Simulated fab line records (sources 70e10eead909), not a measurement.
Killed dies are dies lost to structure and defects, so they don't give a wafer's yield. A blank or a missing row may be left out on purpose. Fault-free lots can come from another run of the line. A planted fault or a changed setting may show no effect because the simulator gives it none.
Which tool is to blame? | flow nand_harc | 72 wafers from 24 lots sampled at 3 of the route's 1159 steps

== WHAT EACH GAUGE READ, for each wafer ==
NHARC_P_M2_CD_MEAS_16. Usual: cd_nm reads 169.9 nm (standard deviation 1.3).
lot  | measured     | on        | cd_nm (nm)        | flag
L074 | day 5 18:50  | cd_sem-01 | 169.5 168.2 170.9 |
L075 | day 6 14:19  | cd_sem-02 | 171.1 171.6 172.4 |
L078 | day 7 04:07  | cd_sem-03 | 171.6 170.0 171.0 |
L076 | day 7 04:44  | cd_sem-01 | 171.3 170.4 169.0 |
L077 | day 7 04:49  | cd_sem-03 | 169.3 170.2 170.7 |
L080 | day 7 13:25  | cd_sem-03 | 168.5 170.2 170.3 |
L079 | day 7 14:34  | cd_sem-01 | 170.2 171.2 171.3 |
L082 | day 7 23:31  | cd_sem-01 | 168.7 170.0 169.1 |
L081 | day 8 02:41  | cd_sem-03 | 170.7 169.0 168.6 |
L085 | day 8 17:32  | cd_sem-01 | 170.3 170.6 169.1 |
L083 | day 8 18:10  | cd_sem-03 | 169.8 169.7 169.2 |
L084 | day 8 20:05  | cd_sem-01 | 168.6 171.3 170.6 |
L087 | day 9 05:31  | cd_sem-03 | 169.8 167.2 170.0 |
L086 | day 9 06:37  | cd_sem-02 | 169.8 168.1 168.6 |
L089 | day 9 16:58  | cd_sem-02 | 171.8 172.2 171.5 |
L088 | day 9 17:43  | cd_sem-01 | 171.1 169.9 171.2 |
L090 | day 10 12:44 | cd_sem-02 | 169.9 167.5 170.2 |
L091 | day 10 13:01 | cd_sem-02 | 168.4 168.0 168.2 |
L092 | day 10 18:59 | cd_sem-02 | 167.6 167.7 169.1 |
L093 | day 10 23:29 | cd_sem-02 | 170.8 172.4 170.5 |
L094 | day 11 05:18 | cd_sem-03 | 169.8 168.3 172.0 |
L096 | day 11 17:54 | cd_sem-03 | 169.7 168.0 170.0 |
L095 | day 11 19:25 | cd_sem-01 | 170.7 171.9 171.3 |
L097 | day 11 19:34 | cd_sem-02 | 168.7 169.6 169.8 |

== WHICH TOOL RAN EACH LOT (tool, then ch and the chambers of the sampled wafers, then the start) ==
lot  | NHARC_P_M1_PRE_CLEAN_30                 | NHARC_P_M1_PVD_21
L074 | pvd_sputter-03, day 5 18:50 or earlier  | pvd_sputter-03, day 5 18:50 or earlier
L075 | pvd_sputter-02, day 6 14:19 or earlier  | pvd_sputter-02, day 6 14:19 or earlier
L078 | pvd_sputter-03, day 7 04:07 or earlier  | pvd_sputter-03, day 7 04:07 or earlier
L076 | pvd_sputter-02, day 7 04:44 or earlier  | pvd_sputter-02, day 7 04:44 or earlier
L077 | pvd_sputter-03, day 7 04:49 or earlier  | pvd_sputter-03, day 7 04:49 or earlier
L080 | pvd_sputter-01, day 7 13:25 or earlier  | pvd_sputter-01, day 7 13:25 or earlier
L079 | pvd_sputter-01, day 7 14:34 or earlier  | pvd_sputter-01, day 7 14:34 or earlier
L082 | pvd_sputter-03, day 7 23:31 or earlier  | pvd_sputter-03, day 7 23:31 or earlier
L081 | pvd_sputter-02, day 8 02:41 or earlier  | pvd_sputter-02, day 8 02:41 or earlier
L085 | pvd_sputter-03, day 8 17:32 or earlier  | pvd_sputter-03, day 8 17:32 or earlier
L083 | pvd_sputter-03, day 8 18:10 or earlier  | pvd_sputter-03, day 8 18:10 or earlier
L084 | pvd_sputter-03, day 8 20:05 or earlier  | pvd_sputter-03, day 8 20:05 or earlier
L087 | pvd_sputter-02, day 9 05:31 or earlier  | pvd_sputter-02, day 9 05:31 or earlier
L086 | pvd_sputter-02, day 9 06:37 or earlier  | pvd_sputter-02, day 9 06:37 or earlier
L089 | pvd_sputter-02, day 9 16:58 or earlier  | pvd_sputter-02, day 9 16:58 or earlier
L088 | pvd_sputter-03, day 9 17:43 or earlier  | pvd_sputter-03, day 9 17:43 or earlier
L090 | pvd_sputter-02, day 10 12:44 or earlier | pvd_sputter-02, day 10 12:44 or earlier
L091 | pvd_sputter-03, day 10 13:01 or earlier | pvd_sputter-03, day 10 13:01 or earlier
L092 | pvd_sputter-01, day 10 18:59 or earlier | pvd_sputter-01, day 10 18:59 or earlier
L093 | pvd_sputter-01, day 10 23:29 or earlier | pvd_sputter-01, day 10 23:29 or earlier
L094 | pvd_sputter-01, day 11 05:18 or earlier | pvd_sputter-01, day 11 05:18 or earlier
L096 | pvd_sputter-02, day 11 17:54 or earlier | pvd_sputter-02, day 11 17:54 or earlier
L095 | pvd_sputter-02, day 11 19:25 or earlier | pvd_sputter-02, day 11 19:25 or earlier
L097 | pvd_sputter-03, day 11 19:34 or earlier | pvd_sputter-03, day 11 19:34 or earlier
- NHARC_P_M1_PRE_CLEAN_30: time 30 s.
- NHARC_P_M1_PVD_21: deposits Cu, target thk 30 nm, time 20.49 s.

== WHAT THE TOOLS THEMSELVES READ (means of the sampled wafers that have a number; where no wafer has one, the mark that the record gives instead) ==
NHARC_P_M1_PRE_CLEAN_30. Usual: heater_power_w reads 423 W (standard deviation 39).
lot  | tool           | heater_power_w (W) | flag
L074 | pvd_sputter-03 | 424                |
L075 | pvd_sputter-02 | 415                |
L078 | pvd_sputter-03 | 435                |
L076 | pvd_sputter-02 | 410                |
L077 | pvd_sputter-03 | 439                |
L080 | pvd_sputter-01 | 471                |
L079 | pvd_sputter-01 | 425                |
L082 | pvd_sputter-03 | 439                |
L081 | pvd_sputter-02 | 416                |
L085 | pvd_sputter-03 | 401                |
L083 | pvd_sputter-03 | 416                |
L084 | pvd_sputter-03 | 442                |
L087 | pvd_sputter-02 | 415                |
L086 | pvd_sputter-02 | 389                |
L089 | pvd_sputter-02 | 427                |
L088 | pvd_sputter-03 | 432                |
L090 | pvd_sputter-02 | 389                |
L091 | pvd_sputter-03 | 449                |
L092 | pvd_sputter-01 | 405                |
L093 | pvd_sputter-01 | 407                |
L094 | pvd_sputter-01 | 449                |
L096 | pvd_sputter-02 | 432                |
L095 | pvd_sputter-02 | 405                |
L097 | pvd_sputter-03 | 433                |

NHARC_P_M1_PVD_21. Usual: throttle_valve_pct reads 30.0 % (standard deviation 0.78).
lot  | tool           | throttle_valve_pct (%) | flag
L074 | pvd_sputter-03 | 30.2                   |
L075 | pvd_sputter-02 | 29.9                   |
L078 | pvd_sputter-03 | 29.9                   |
L076 | pvd_sputter-02 | 29.9                   |
L077 | pvd_sputter-03 | 29.6                   |
L080 | pvd_sputter-01 | 30.7                   |
L079 | pvd_sputter-01 | 30.3                   |
L082 | pvd_sputter-03 | 30.4                   |
L081 | pvd_sputter-02 | 30.0                   |
L085 | pvd_sputter-03 | 29.9                   |
L083 | pvd_sputter-03 | 29.4                   |
L084 | pvd_sputter-03 | 29.8                   |
L087 | pvd_sputter-02 | 29.8                   |
L086 | pvd_sputter-02 | 29.7                   |
L089 | pvd_sputter-02 | 29.7                   |
L088 | pvd_sputter-03 | 29.9                   |
L090 | pvd_sputter-02 | 29.6                   |
L091 | pvd_sputter-03 | 30.0                   |
L092 | pvd_sputter-01 | 31.6                   |
L093 | pvd_sputter-01 | 29.7                   |
L094 | pvd_sputter-01 | 29.7                   |
L096 | pvd_sputter-02 | 30.3                   |
L095 | pvd_sputter-02 | 29.7                   |
L097 | pvd_sputter-03 | 30.3                   |

== THE ANSWER, worked out from the rows above alone ==
Rule: a lot is off if the mean of its wafers that have a number lies more than 3 standard deviations from the usual mean. Also off: a lot with no number at a reading for which 4 or more lots have one. The other lots that the step has rows for count as sound. First the gauges in route order, then the tools' own readings, where a lot's mean is used as printed above. At the first step where some lot is off, the reading lying furthest off is the one used; lots without a number count as furthest.
No lot is off on any of the readings shown, so nothing can be concluded from this.

== WHAT THE SIMULATOR HAD INSERTED ==
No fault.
